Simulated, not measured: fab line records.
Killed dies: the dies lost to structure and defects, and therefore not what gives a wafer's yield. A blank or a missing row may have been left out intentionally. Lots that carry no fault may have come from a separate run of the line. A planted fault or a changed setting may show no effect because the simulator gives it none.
One fault through the eyes of 3 desks :: flow n5_finfet :: only its own numbers are on each desk; what lay behind them is given at the end

## FOR THE TOOL OWNER'S DESK: rie_diel-04
The tool's own readings at N5_BEOL_M9_ETCH_41 (etches SiCN in CH3F/O2, target depth 36.6 nm, time 70.1 s): means of the sampled wafers that have a number, for each lot that ran on this tool. If a lot's mean is further than 4 standard deviations from the usual mean, the lot is out of limits and carries the mark OUT (the distance appears in the brackets).
Columns: A = drypump_motor_current_A at N5_BEOL_M9_ETCH_41, usual 5.6 A; B = oes_product_au at N5_BEOL_M9_ETCH_41, usual 0.81 a.u.; C = rf_vpp_V at N5_BEOL_M9_ETCH_41, usual 297.7 V; D = showerhead_plenum_p_Torr at N5_BEOL_M9_ETCH_41, usual 2.02 Torr; E = throttle_valve_pct at N5_BEOL_M9_ETCH_41, usual 16.27 %
lot: L137
first seen here: day 13 09:43
A: 5.4
B: 0.86
C: 298.0
D: 2.07
E: 16.21

lot: L142
first seen here: day 14 15:06
A: 5.5
B: 0.92
C: 298.7
D: 2.09
E: 16.19
Result from this desk: across the 2 lots, nothing is out of limits.

## THE DEFECT DESK
For each lot, the counts of the inspections along the route, averaged over the sampled wafers that have a number. If a lot's mean is further than 4 standard deviations from the usual mean, the lot is out of limits and carries the mark OUT (the distance appears in the brackets).
Columns: A = raw_defect_count at N5_BEOL_M9_INSPECT_30, usual 417
lot: L126
first seen here: day 11 03:09
A: 398

lot: L135
first seen here: day 13 06:22
A: 401

lot: L137
first seen here: day 13 09:19
A: 380

lot: L142
first seen here: day 14 14:39
A: 390

lot: L145
first seen here: day 16 22:30
A: 410
Result from this desk: across the 5 lots, nothing is out of limits.

## METROLOGY DESK
What the gauges read, lot by lot, whatever tool the lot ran on: means of the sampled wafers that have a number. If a lot's mean is further than 4 standard deviations from the usual mean, the lot is out of limits and carries the mark OUT (the distance appears in the brackets).
Columns: A = V8_OVL at N5_BEOL_M9_OVL_MEAS_29, usual -0.2 nm
lot: L126
first seen here: day 11 03:06
A: 0.4

lot: L135
first seen here: day 13 06:18
A: -0.5

lot: L137
first seen here: day 13 09:16
A: -0.8

lot: L142
first seen here: day 14 14:35
A: 0.1

lot: L145
first seen here: day 16 22:26
A: -0.6
Result from this desk: across the 5 lots, nothing is out of limits.

## ALL TOGETHER
Nothing out of limits was seen by the tool owner's desk.
No out-of-limits result turned up at the defect desk.
Metrology desk: nothing out of limits seen.

## WHAT THE SIMULATOR HAD INSERTED
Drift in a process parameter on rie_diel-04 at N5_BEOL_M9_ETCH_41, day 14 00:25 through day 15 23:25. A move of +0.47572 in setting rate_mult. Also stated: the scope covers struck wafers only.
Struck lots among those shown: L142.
